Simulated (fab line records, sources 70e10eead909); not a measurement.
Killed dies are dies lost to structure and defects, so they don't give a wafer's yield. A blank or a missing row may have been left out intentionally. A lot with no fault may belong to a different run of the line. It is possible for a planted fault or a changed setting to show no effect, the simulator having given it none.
fab line records	flow nand_harc
record: lots: 24	wafers: 72	last_day: 34
route steps=1302 shown A_BLC@1122 A_M0@1157 A_M1@1182 A_BONDPAD@1225
lots that met no fault: taken from a fault-free run of the same line
start_h: hours from the record's first day to the start of the lot's first wafer shown	wait_h: hours from the lot's prior step to this one	" identical to the entry in the row above	L1.1+2: several wafers, shown together as one row	- either no value or no given start	* or withheld: withheld	< > ~ a bound
route shown NAME@n: names a module that has steps shown in the file, with the first one's number in the route	usual: the fault-free wafers' mean and standard deviation	same: alike in all rows	chamber/n: place in a boat	sites: the reading at each site	_std_site: standard deviation of those values	_edge_site: outer sites' mean less inner sites'	radius_mm: how far each site lies from the wafer's centre	mask NAME#n: copy n	behind: tool/chamber where the wafer was last shaped	hold: why the lot was held/for how many hours/how that ended	device: the n, p or np transistor that did not switch	end of line: the tests these same wafers got at the end of their route	a step without rows: its recipe alone	killed: count of dies lost to structure and defects at first sort (not the wafer's yield)	map: per-die view of a wafer (x killed, . not killed, _ where there is no die)
set.NAME: setting as actually run; set.NAME@STEP: the setting as run at that earlier step	model.NAME: the simulator's own value behind a step, which no gauge read
one table for each step of the route and one row for each wafer, over a sample of lots
services: when a tool's chamber went out of use (start_h, in hours from the record's first day, below 0 if earlier), for how many hours, and the reason
== steps ==
step: NHARC_A_BLC_ETCH_17
recipe: target_depth_a: 3900	over_etch_frac: 0.25	time_s: 609.38	ion_energy_ev: 200	n2_flow_sccm: 150	h2_flow_sccm: 150	ar_flow_sccm: 0	rf_w: 400	bias_w: 150	chemistry: N2/H2
usual: drypump_motor_current_A: 5.7/0.51	n2_flow_sccm: 150.0/0.44	oes_product_au: 1.002/0.0083	rf_vpp_V: 430.2/2.3	showerhead_plenum_p_Torr: 2.03/0.082	throttle_valve_pct: 14.172/0.0092
lot.wafer	tool	chamber	start_h	wait_h	drypump_motor_current_A	n2_flow_sccm	oes_product_au	rf_hours_counter_h	rf_vpp_V	showerhead_plenum_p_Torr	throttle_valve_pct
L074.4	rie_diel-04	0	-	-	4.9	150.2	1.011	9	432.6	2.10	14.171
L074.2	"	1	"	"	5.7	150.1	1.002	8	430.9	2.10	14.173
L074.3	"	2	"	"	5.5	150.0	0.999	8	430.1	2.02	14.162
L075.1	rie_diel-04	0	-	-	4.9	150.0	0.993	9	431.1	2.10	14.168
L075.2	"	1	"	"	5.7	149.4	1.008	9	432.0	2.10	14.180
L075.5	"	0	"	"	4.9	149.8	0.998	-	431.9	2.11	14.158
L076.2	rie_diel-07	2	-	-	5.6	150.9	1.002	5	428.5	1.96	14.195
L076.3	"	0	"	"	6.0	150.1	1.011	5	428.8	1.95	14.183
L076.5	"	1	"	"	5.3	149.4	1.012	-	427.3	1.95	14.177
L077.4	rie_diel-04	1	-	-	5.7	150.0	1.012	1	431.7	2.10	14.176
L077.3	"	2	"	"	5.5	150.1	0.986	1	430.0	2.02	14.179
L077.5	"	1	"	"	5.7	149.8	1.017	-	433.2	2.10	14.170
L079.4	rie_diel-04	3	-	-	6.5	150.6	0.997	2	426.4	1.95	14.159
L079.2	"	1	"	"	5.7	150.2	1.002	2	431.8	2.10	14.161
L079.1	"	2	"	"	5.5	150.7	1.001	2	431.7	2.02	14.170
L078.4	rie_diel-04	1	-	-	5.7	150.2	1.012	2	433.2	2.10	14.172
L078.5	"	0	"	"	4.9	150.3	1.002	-	431.6	2.10	14.192
L078.6	"	1	"	"	5.7	149.5	0.991	-	431.4	2.10	14.166
L081.2	rie_diel-07	2	-	-	5.6	149.9	0.991	9	428.0	1.96	14.176
L081.1	"	1	"	"	5.3	150.7	1.015	10	428.1	1.95	14.174
L081.5	"	3	"	"	6.5	149.3	0.994	-	433.4	2.18	14.187
L082.3	rie_diel-04	3	-	-	6.5	150.3	1.006	3	428.3	1.95	14.153
L082.4	"	0	"	"	4.9	150.5	1.010	4	430.5	2.10	14.158
L082.2	"	2	"	"	5.6	149.0	1.004	3	428.9	2.02	14.172
L080.3	rie_diel-04	3	-	-	6.5	150.0	0.989	4	429.1	1.95	14.173
L080.4	"	1	"	"	5.7	149.4	0.998	4	433.1	2.10	14.171
L080.6	"	2	"	"	5.5	150.1	0.987	-	431.6	2.01	14.165
L083.3	rie_diel-04	2	-	-	5.6	149.5	0.996	4	429.9	2.02	14.169
L083.2	"	3	"	"	6.5	149.5	0.995	4	426.6	1.95	14.173
L083.6	"	2	"	"	5.6	150.1	0.989	-	429.2	2.01	14.182
L084.1	rie_diel-07	1	-	-	5.4	149.2	1.014	11	425.8	1.95	14.160
L084.3	"	2	"	"	5.6	150.2	0.986	11	427.9	1.96	14.192
L084.6	"	1	"	"	5.3	150.1	1.021	-	428.9	1.95	14.166
L085.3	rie_diel-07	0	-	-	6.0	149.8	0.996	13	427.6	1.95	14.166
L085.1	"	3	"	"	6.5	150.6	0.994	11	433.0	2.18	14.167
L085.6	"	1	"	"	5.4	150.5	1.011	-	428.5	1.95	14.167
L086.4	rie_diel-07	3	-	-	6.5	150.3	0.999	12	432.4	2.18	14.182
L086.5	"	3	"	"	6.5	149.6	1.011	-	433.1	2.18	14.176
L086.6	"	0	"	"	6.0	150.2	0.995	-	430.3	1.95	14.163
L087.3	rie_diel-04	3	-	-	6.5	150.1	0.999	7	427.9	1.95	14.165
L087.2	"	0	"	"	4.9	149.8	1.022	8	433.0	2.10	14.174
L087.4	"	1	"	"	5.7	150.5	1.000	7	432.7	2.10	14.188
L088.2	rie_diel-07	1	-	-	5.3	150.3	1.013	1	428.0	1.94	14.179
L088.3	"	3	"	"	6.5	150.8	0.999	1	435.5	2.18	14.180
L088.5	"	0	"	"	6.0	150.5	1.006	-	427.3	1.95	14.176
L089.2	rie_diel-07	0	-	-	6.0	150.1	1.007	2	428.2	1.95	14.173
L089.4	"	2	"	"	5.6	150.2	1.007	1	428.1	1.96	14.169
L089.5	"	1	"	"	5.4	149.6	1.014	-	428.1	1.94	14.174
L090.1	rie_diel-04	0	-	-	4.9	150.0	1.011	10	432.1	2.10	14.171
L090.4	"	1	"	"	5.7	149.8	0.991	10	431.6	2.10	14.160
L090.5	"	0	"	"	4.9	149.6	1.018	-	432.2	2.10	14.190
L091.1	rie_diel-04	1	-	-	5.7	149.6	1.001	11	431.6	2.10	14.170
L091.3	"	0	"	"	4.9	150.0	1.006	10	433.6	2.10	14.167
L091.5	"	2	"	"	5.5	149.6	0.991	-	429.0	2.01	14.173
L092.1	rie_diel-04	3	-	-	6.5	149.3	0.986	10	427.6	1.95	14.178
L092.3	"	1	"	"	5.7	150.3	0.998	11	431.2	2.10	14.171
L092.5	"	2	"	"	5.5	150.5	0.989	-	430.0	2.01	14.177
L093.3	rie_diel-13	2	-	-	5.2	150.0	0.999	1	426.8	1.91	14.176
L093.4	"	3	"	"	5.4	150.3	1.000	1	430.6	2.09	14.181
L093.5	"	1	"	"	6.3	149.5	0.996	-	435.1	2.22	14.166
L096.3	rie_diel-07	3	-	-	6.5	149.7	1.013	5	432.8	2.17	14.192
L096.1	"	0	"	"	6.0	149.7	1.004	5	427.6	1.95	14.182
L096.6	"	1	"	"	5.3	149.7	1.007	-	427.5	1.94	14.162
L094.4	rie_diel-04	1	-	-	5.7	149.9	1.007	0	433.4	2.10	14.173
L094.2	"	2	"	"	5.6	150.5	1.014	0	429.4	2.01	14.173
L094.3	"	3	"	"	6.6	149.6	1.009	0	427.7	1.95	14.178
L095.4	rie_diel-07	0	-	-	6.0	149.1	1.004	6	428.6	1.95	14.162
L095.5	"	3	"	"	6.5	149.7	0.998	-	435.2	2.17	14.185
L095.6	"	0	"	"	5.9	149.0	0.996	-	427.2	1.95	14.154
L097.3	rie_diel-04	1	-	-	5.7	149.9	0.999	2	432.3	2.10	14.172
L097.4	"	3	"	"	6.5	150.4	1.014	2	427.7	1.95	14.160
L097.5	"	2	"	"	5.5	150.1	1.009	-	430.8	2.01	14.169
step: NHARC_A_M0_PRE_CLEAN_29
recipe: time_s: 30	temp_c: 280	gas: H2/He
usual: heater_power_w: 387/39
lot.wafer	tool	chamber	start_h	wait_h	heater_power_w
L074.2	pvd_sputter-01	-	-	-	369
L074.3	"	-	"	"	369
L074.4	"	-	"	"	386
L075.1	pvd_sputter-01	-	-	-	397
L075.2	"	-	"	"	394
L075.5	"	-	"	"	402
L076.3	pvd_sputter-01	-	-	-	400
L076.2	"	-	"	"	392
L076.5	"	-	"	"	364
L077.4	pvd_sputter-03	-	-	-	382
L077.3	"	-	"	"	481
L077.5	"	-	"	"	384
L079.1	pvd_sputter-03	-	-	-	475
L079.4	"	-	"	"	381
L079.2	"	-	"	"	329
L078.4	pvd_sputter-03	-	-	-	380
L078.6	"	-	"	"	378
L078.5	"	-	"	"	336
L081.1	pvd_sputter-02	-	-	-	453
L081.2	"	-	"	"	338
L081.5	"	-	"	"	397
L082.3	pvd_sputter-03	-	-	-	476
L082.2	"	-	"	"	391
L082.4	"	-	"	"	337
L080.3	pvd_sputter-01	-	-	-	378
L080.4	"	-	"	"	349
L080.6	"	-	"	"	411
L083.3	pvd_sputter-02	-	-	-	434
L083.2	"	-	"	"	400
L083.6	"	-	"	"	383
L084.1	pvd_sputter-01	-	-	-	404
L084.3	"	-	"	"	344
L084.6	"	-	"	"	409
L085.1	pvd_sputter-03	-	-	-	334
L085.3	"	-	"	"	489
L085.6	"	-	"	"	327
L086.4	pvd_sputter-01	-	-	-	347
L086.5	"	-	"	"	409
L086.6	"	-	"	"	351
L087.2	pvd_sputter-01	-	-	-	349
L087.3	"	-	"	"	378
L087.4	"	-	"	"	405
L088.3	pvd_sputter-03	-	-	-	477
L088.2	"	-	"	"	394
L088.5	"	-	"	"	479
L089.2	pvd_sputter-03	-	-	-	387
L089.4	"	-	"	"	480
L089.5	"	-	"	"	328
L090.1	pvd_sputter-02	-	-	-	359
L090.4	"	-	"	"	348
L090.5	"	-	"	"	400
L091.1	pvd_sputter-02	-	-	-	419
L091.3	"	-	"	"	412
L091.5	"	-	"	"	339
L092.1	pvd_sputter-03	-	-	-	491
L092.3	"	-	"	"	390
L092.5	"	-	"	"	469
L093.4	pvd_sputter-02	-	-	-	394
L093.3	"	-	"	"	355
L093.5	"	-	"	"	358
L096.1	pvd_sputter-02	-	-	-	345
L096.3	"	-	"	"	366
L096.6	"	-	"	"	344
L094.3	pvd_sputter-01	-	-	-	398
L094.4	"	-	"	"	382
L094.2	"	-	"	"	415
L095.4	pvd_sputter-02	-	-	-	348
L095.5	"	-	"	"	395
L095.6	"	-	"	"	361
L097.4	pvd_sputter-02	-	-	-	366
L097.3	"	-	"	"	344
L097.5	"	-	"	"	352
step: NHARC_A_M0_INSPECT_27
usual: raw_defect_count: 523/110
lot.wafer	tool	chamber	start_h	wait_h	raw_defect_count
L074.2	defect_inspect-01	-	534.78	0.0	458
L074.3	"	-	"	"	436
L074.4	"	-	"	"	350
L075.1	defect_inspect-02	-	535.62	0.0	471
L075.2	"	-	"	"	476
L075.5	"	-	"	"	398
L076.2	defect_inspect-02	-	541.24	0.0	415
L076.3	"	-	"	"	511
L076.5	"	-	"	"	445
L077.3	defect_inspect-01	-	565.81	0.0	469
L077.4	"	-	"	"	502
L077.5	"	-	"	"	373
L079.1	defect_inspect-01	-	576.80	0.0	426
L079.2	"	-	"	"	323
L079.4	"	-	"	"	422
L078.4	defect_inspect-01	-	590.93	0.0	454
L078.5	"	-	"	"	387
L078.6	"	-	"	"	392
L081.1	defect_inspect-01	-	596.49	0.0	475
L081.2	"	-	"	"	528
L081.5	"	-	"	"	617
L082.2	defect_inspect-02	-	607.50	0.0	480
L082.3	"	-	"	"	469
L082.4	"	-	"	"	720
L080.3	defect_inspect-01	-	610.73	0.0	430
L080.4	"	-	"	"	450
L080.6	"	-	"	"	467
L083.2	defect_inspect-01	-	612.13	0.0	788
L083.3	"	-	"	"	521
L083.6	"	-	"	"	474
L084.1	defect_inspect-01	-	617.74	0.0	523
L084.3	"	-	"	"	621
L084.6	"	-	"	"	505
L085.1	defect_inspect-02	-	639.82	0.0	576
L085.3	"	-	"	"	588
L085.6	"	-	"	"	660
L086.4	defect_inspect-01	-	645.50	0.0	386
L086.5	"	-	"	"	401
L086.6	"	-	"	"	331
L087.2	defect_inspect-01	-	647.92	0.0	568
L087.3	"	-	"	"	700
L087.4	"	-	"	"	528
L088.2	defect_inspect-02	-	676.87	0.0	542
L088.3	"	-	"	"	512
L088.5	"	-	"	"	572
L089.2	defect_inspect-02	-	678.56	0.0	468
L089.4	"	-	"	"	507
L089.5	"	-	"	"	465
L090.1	defect_inspect-01	-	696.12	0.0	723
L090.4	"	-	"	"	507
L090.5	"	-	"	"	544
L091.1	defect_inspect-01	-	697.23	0.0	436
L091.3	"	-	"	"	488
L091.5	"	-	"	"	377
L092.1	defect_inspect-02	-	701.23	0.0	674
L092.3	"	-	"	"	576
L092.5	"	-	"	"	608
L093.3	defect_inspect-01	-	717.54	0.0	515
L093.4	"	-	"	"	627
L093.5	"	-	"	"	628
L096.1	defect_inspect-02	-	724.32	0.0	576
L096.3	"	-	"	"	716
L096.6	"	-	"	"	513
L094.2	defect_inspect-01	-	724.63	0.0	562
L094.3	"	-	"	"	604
L094.4	"	-	"	"	494
L095.4	defect_inspect-02	-	730.01	0.0	644
L095.5	"	-	"	"	632
L095.6	"	-	"	"	632
L097.3	defect_inspect-01	-	765.80	0.0	709
L097.4	"	-	"	"	685
L097.5	"	-	"	"	572
step: NHARC_A_M1_DESCUM_14
recipe: time_s: 3	o2_flow_sccm: 200	ar_flow_sccm: 0	bias_power_w: 0	chemistry: O2
usual: drypump_motor_current_A: 5.7/0.45	oes_product_au: 1.001/0.0078	rf_vpp_V: 58.0/0.76	showerhead_plenum_p_Torr: 1.93/0.079	throttle_valve_pct: 11.310/0.009
lot.wafer	tool	chamber	start_h	wait_h	drypump_motor_current_A	oes_product_au	rf_hours_counter_h	rf_vpp_V	showerhead_plenum_p_Torr	throttle_valve_pct
L074.4	rie_diel-08	3	536.34	0.1	5.0	0.995	9.3	58.3	1.83	11.314
L074.2	"	0	"	"	5.8	1.001	7.0	57.9	1.99	11.311
L074.3	"	2	"	"	6.2	1.008	9.7	57.6	2.03	11.307
L075.1	rie_diel-08	1	537.19	0.1	6.1	1.005	8.3	57.1	1.83	11.311
L075.2	"	0	"	"	5.8	0.997	7.2	58.0	1.99	11.300
L075.5	"	2	"	"	6.2	0.994	-	57.9	2.03	11.304
L076.2	rie_diel-08	1	542.71	0.1	6.1	1.005	8.7	58.6	1.83	11.310
L076.3	"	2	"	"	6.1	1.001	10.2	59.8	2.03	11.309
L076.5	"	0	"	"	5.7	0.994	-	58.3	1.99	11.302
L077.3	rie_diel-11	2	567.39	0.1	5.1	1.004	2.8	57.9	2.05	11.318
L077.4	"	0	"	"	5.5	1.007	2.5	57.1	1.90	11.298
L077.5	"	2	"	"	5.1	0.995	-	59.0	2.05	11.322
L079.4	rie_diel-11	0	578.36	0.1	5.5	1.000	2.8	57.7	1.90	11.311
L079.1	"	1	"	"	6.3	1.007	2.9	57.9	1.99	11.299
L079.2	"	2	"	"	5.0	1.002	3.0	58.9	2.05	11.291
L078.5	rie_diel-11	1	592.55	0.1	6.3	1.005	-	56.1	1.99	11.303
L078.6	"	3	"	"	5.8	1.005	-	57.2	1.86	11.312
L078.4	"	0	"	"	5.5	0.994	-	57.5	1.90	11.302
L081.2	rie_diel-11	3	598.12	0.1	5.8	1.013	3.3	57.8	1.86	11.311
L081.1	"	1	"	"	6.3	1.011	3.4	58.8	1.99	11.306
L081.5	"	0	"	"	5.5	0.994	-	58.0	1.90	11.306
L082.3	rie_diel-11	1	609.08	0.1	6.3	0.989	3.6	57.5	1.99	11.314
L082.4	"	2	"	"	5.1	0.997	3.3	58.2	2.05	11.305
L082.2	"	3	"	"	5.8	0.997	3.4	57.2	1.86	11.285
L080.4	rie_diel-08	2	612.21	0.1	6.2	0.999	2.7	59.2	2.03	11.312
L080.3	"	3	"	"	5.0	0.984	3.0	57.8	1.83	11.302
L080.6	"	1	"	"	6.1	1.002	-	56.8	1.83	11.313
L083.2	rie_diel-03	3	613.71	0.1	6.1	1.011	7.4	58.6	1.80	11.308
L083.3	"	2	"	"	4.9	1.017	6.5	58.2	1.96	11.324
L083.6	"	3	"	"	6.1	1.010	-	56.5	1.80	11.308
L084.1	rie_diel-03	1	619.38	0.1	6.1	1.008	6.3	57.5	1.96	11.310
L084.3	"	2	"	"	4.9	0.994	6.7	57.5	1.96	11.307
L084.6	"	1	"	"	6.1	0.987	-	57.0	1.96	11.319
L085.1	rie_diel-11	2	641.28	0.1	5.1	0.998	0.2	58.5	2.05	11.308
L085.3	"	1	"	"	6.3	1.016	0.4	59.6	1.99	11.305
L085.6	"	2	"	"	5.1	0.993	-	57.7	2.05	11.302
L086.4	rie_diel-03	3	647.11	0.1	6.1	1.018	0.7	57.0	1.80	11.306
L086.6	"	3	"	"	6.1	1.004	-	57.4	1.80	11.301
L086.5	"	0	"	"	5.4	0.994	-	58.1	1.97	11.319
L087.2	rie_diel-08	2	649.66	0.1	6.2	0.998	5.0	58.4	2.03	11.325
L087.3	"	3	"	"	5.0	0.990	5.4	58.3	1.83	11.311
L087.4	"	2	"	"	6.2	1.006	-	58.7	2.03	11.318
L088.3	rie_diel-11	2	678.33	0.1	5.1	1.006	1.7	57.2	2.05	11.323
L088.2	"	3	"	"	5.8	1.005	1.6	57.8	1.86	11.308
L088.5	"	2	"	"	5.0	1.006	-	56.5	2.05	11.331
L089.2	rie_diel-11	2	680.20	0.1	5.1	0.997	1.8	59.2	2.05	11.295
L089.4	"	3	"	"	5.8	1.009	1.8	58.0	1.86	11.325
L089.5	"	0	"	"	5.5	0.995	-	57.3	1.89	11.308
L090.1	rie_diel-11	0	697.69	0.1	5.5	1.003	1.4	56.8	1.89	11.328
L090.4	"	1	"	"	6.3	1.003	2.3	58.3	1.99	11.322
L090.5	"	3	"	"	5.8	0.993	-	56.8	1.86	11.315
L091.3	rie_diel-11	3	698.69	0.1	5.8	1.004	2.1	58.4	1.86	11.292
L091.1	"	0	"	"	5.5	1.005	1.5	58.0	1.89	11.305
L091.5	"	3	"	"	5.8	0.997	-	58.2	1.86	11.322
L092.1	rie_diel-03	3	702.82	0.1	6.1	1.002	4.2	56.8	1.79	11.306
L092.3	"	0	"	"	5.4	1.002	3.7	57.8	1.97	11.318
L092.5	"	3	"	"	6.1	0.992	-	57.3	1.79	11.318
L093.4	rie_diel-03	3	719.12	0.1	6.1	1.016	4.5	57.1	1.79	11.310
L093.3	"	0	"	"	5.4	1.010	4.0	59.2	1.97	11.302
L093.5	"	3	"	"	6.1	1.009	-	57.2	1.79	11.302
L096.1	rie_diel-03	1	726.07	0.1	6.1	1.004	3.6	59.6	1.96	11.310
L096.3	"	0	"	"	5.4	1.005	4.1	58.1	1.97	11.302
L096.6	"	2	"	"	4.9	0.998	-	58.0	1.96	11.314
L094.4	rie_diel-11	1	726.35	0.1	6.3	1.001	3.2	58.0	1.99	11.302
L094.2	"	2	"	"	5.1	0.995	3.3	57.7	2.05	11.312
L094.3	"	0	"	"	5.6	0.997	2.5	58.1	1.89	11.294
L095.4	rie_diel-08	1	731.77	0.1	6.1	1.016	0	58.3	1.83	11.321
L095.6	"	1	"	"	6.1	1.021	-	58.6	1.83	11.309
L095.5	"	2	"	"	6.2	1.009	-	57.7	2.03	11.312
L097.4	rie_diel-11	0	767.39	0.1	5.5	0.995	3.4	57.8	1.89	11.313
L097.3	"	1	"	"	6.3	1.001	4.4	58.9	1.99	11.312
L097.5	"	0	"	"	5.5	0.990	-	58.4	1.89	11.305
step: NHARC_A_M1_PRE_CLEAN_32
recipe: time_s: 12	temp_c: 370	rf_power_w: 300	gas: NH3
usual: heater_power_w: 616/88
lot.wafer	tool	chamber	start_h	wait_h	heater_power_w
L074.2	pecvd-01	0	539.00	0.1	468
L074.3	"	1	"	"	768
L074.4	"	1	"	"	759
L075.2	pecvd-04	2	539.86	0.1	660
L075.1	"	0	"	"	630
L075.5	"	2	"	"	656
L076.2	pecvd-02	0	545.36	0.1	569
L076.3	"	1	"	"	645
L076.5	"	2	"	"	552
L077.3	pecvd-04	2	570.05	0.1	681
L077.5	"	0	"	"	696
L077.4	"	1	"	"	595
L079.1	pecvd-04	1	581.09	0.1	594
L079.2	"	2	"	"	685
L079.4	"	0	"	"	592
L078.4	pecvd-04	1	595.30	0.1	563
L078.5	"	1	"	"	549
L078.6	"	2	"	"	700
L081.1	pecvd-01	2	600.79	0.1	631
L081.2	"	1	"	"	838
L081.5	"	2	"	"	653
L082.2	pecvd-02	1	612.05	0.2	652
L082.3	"	0	"	"	592
L082.4	"	0	"	"	581
L080.3	pecvd-01	1	614.86	0.1	791
L080.4	"	1	"	"	773
L080.6	"	2	"	"	532
L083.3	pecvd-04	2	616.82	0.1	594
L083.2	"	0	"	"	607
L083.6	"	0	"	"	578
L084.1	pecvd-04	0	622.09	0.1	631
L084.3	"	2	"	"	589
L084.6	"	0	"	"	627
L085.3	pecvd-04	1	644.10	0.1	559
L085.1	"	2	"	"	638
L085.6	"	0	"	"	660
L086.4	pecvd-01	0	649.79	0.1	497
L086.6	"	1	"	"	844
L086.5	"	2	"	"	536
L087.3	pecvd-02	2	652.35	0.1	542
L087.2	"	1	"	"	694
L087.4	"	1	"	"	711
L088.2	pecvd-04	0	681.29	0.1	672
L088.3	"	1	"	"	613
L088.5	"	1	"	"	622
L089.2	pecvd-04	2	683.20	0.1	586
L089.5	"	0	"	"	700
L089.4	"	2	"	"	588
L090.1	pecvd-01	0	700.33	0.1	454
L090.4	"	2	"	"	612
L090.5	"	1	"	"	773
L091.3	pecvd-02	0	701.35	0.1	563
L091.1	"	1	"	"	747
L091.5	"	0	"	"	573
L092.1	pecvd-02	0	705.58	0.1	595
L092.3	"	2	"	"	473
L092.5	"	1	"	"	720
L093.3	pecvd-02	2	721.78	0.1	503
L093.5	"	1	"	"	743
L093.4	"	2	"	"	488
L096.3	pecvd-04	0	728.71	0.1	687
L096.1	"	1	"	"	636
L096.6	"	1	"	"	647
L094.2	pecvd-04	2	729.06	0.1	642
L094.3	"	0	"	"	580
L094.4	"	1	"	"	551
L095.5	pecvd-04	2	734.45	0.1	679
L095.6	"	0	"	"	575
L095.4	"	1	"	"	642
L097.3	pecvd-02	0	770.05	0.1	490
L097.4	"	0	"	"	498
L097.5	"	2	"	"	549
step: NHARC_A_BONDPAD_DEGAS_25
recipe: temp_c: 300	time_s: 60
usual: heater_power_w: 440/45
lot.wafer	tool	chamber	start_h	wait_h	heater_power_w
L074.3	pvd_sputter-02	-	541.88	-	381
L074.4	"	-	"	"	452
L074.2	"	-	"	"	416
L075.2	pvd_sputter-02	-	542.96	-	502
L075.1	"	-	"	"	414
L075.5	"	-	"	"	464
L076.3	pvd_sputter-02	-	548.29	-	376
L076.2	"	-	"	"	522
L076.5	"	-	"	"	422
L077.3	pvd_sputter-03	-	572.91	-	543
L077.4	"	-	"	"	437
L077.5	"	-	"	"	538
L079.1	pvd_sputter-03	-	584.08	-	428
L079.4	"	-	"	"	363
L079.2	"	-	"	"	524
L078.4	pvd_sputter-03	-	598.58	-	423
L078.5	"	-	"	"	442
L078.6	"	-	"	"	373
L081.1	pvd_sputter-02	-	603.83	-	441
L081.2	"	-	"	"	424
L081.5	"	-	"	"	450
L082.4	pvd_sputter-02	-	615.10	-	449
L082.3	"	-	"	"	419
L082.2	"	-	"	"	515
L080.4	pvd_sputter-03	-	617.86	-	438
L080.3	"	-	"	"	361
L080.6	"	-	"	"	546
L083.2	pvd_sputter-02	-	619.81	-	511
L083.3	"	-	"	"	387
L083.6	"	-	"	"	511
L084.3	pvd_sputter-01	-	625.12	-	427
L084.1	"	-	"	"	462
L084.6	"	-	"	"	437
L085.1	pvd_sputter-01	-	647.10	-	394
L085.3	"	-	"	"	463
L085.6	"	-	"	"	465
L086.4	pvd_sputter-02	-	652.64	-	451
L086.6	"	-	"	"	467
L086.5	"	-	"	"	462
L087.4	pvd_sputter-02	-	655.22	-	477
L087.3	"	-	"	"	458
L087.2	"	-	"	"	392
L088.3	pvd_sputter-02	-	684.18	-	472
L088.2	"	-	"	"	401
L088.5	"	-	"	"	487
L089.2	pvd_sputter-03	-	686.07	-	543
L089.4	"	-	"	"	439
L089.5	"	-	"	"	437
L090.4	pvd_sputter-03	-	703.22	-	432
L090.1	"	-	"	"	548
L090.5	"	-	"	"	368
L091.3	pvd_sputter-01	-	704.22	-	460
L091.1	"	-	"	"	464
L091.5	"	-	"	"	468
L092.1	pvd_sputter-01	-	708.81	-	399
L092.3	"	-	"	"	467
L092.5	"	-	"	"	463
L093.4	pvd_sputter-02	-	724.87	-	393
L093.3	"	-	"	"	401
L093.5	"	-	"	"	395
L096.3	pvd_sputter-02	-	732.05	-	479
L096.1	"	-	"	"	413
L096.6	"	-	"	"	469
L094.4	pvd_sputter-01	-	732.29	-	391
L094.2	"	-	"	"	457
L094.3	"	-	"	"	454
L095.4	pvd_sputter-01	-	737.45	-	397
L095.5	"	-	"	"	419
L095.6	"	-	"	"	466
L097.4	pvd_sputter-01	-	773.07	-	464
L097.3	"	-	"	"	433
L097.5	"	-	"	"	426
== services ==
tool	chamber	start_h	hours	kind
rie_diel-07	3	505.70	5.4	repair
pvd_sputter-03	-	526.00	10.0	pm
rie_diel-04	-	531.91	9.0	pm
pvd_sputter-03	-	577.69	6.1	repair
rie_diel-07	2	581.58	6.3	repair
pvd_sputter-01	-	582.04	10.0	pm
rie_diel-11	2	583.56	12.4	repair
pecvd-04	0	592.27	8.6	repair
rie_diel-11	-	609.50	9.0	pm
pvd_sputter-03	-	615.17	1.0	repair
pecvd-04	-	631.00	13.0	pm
pvd_sputter-02	-	638.05	10.0	pm
pecvd-04	-	647.20	0.6	repair
pvd_sputter-01	-	661.44	2.3	repair
pvd_sputter-02	-	666.66	1.3	repair
rie_diel-11	0	673.70	4.6	repair
pvd_sputter-01	-	677.00	13.4	repair
pecvd-04	-	692.07	1.7	repair
rie_diel-04	-	708.91	9.0	pm
pvd_sputter-02	-	729.17	2.0	repair
pvd_sputter-03	-	750.95	2.5	repair
pecvd-04	-	751.15	0.8	repair
pvd_sputter-01	-	760.04	10.0	pm
pecvd-04	-	770.94	3.4	repair
== key ==
fault none
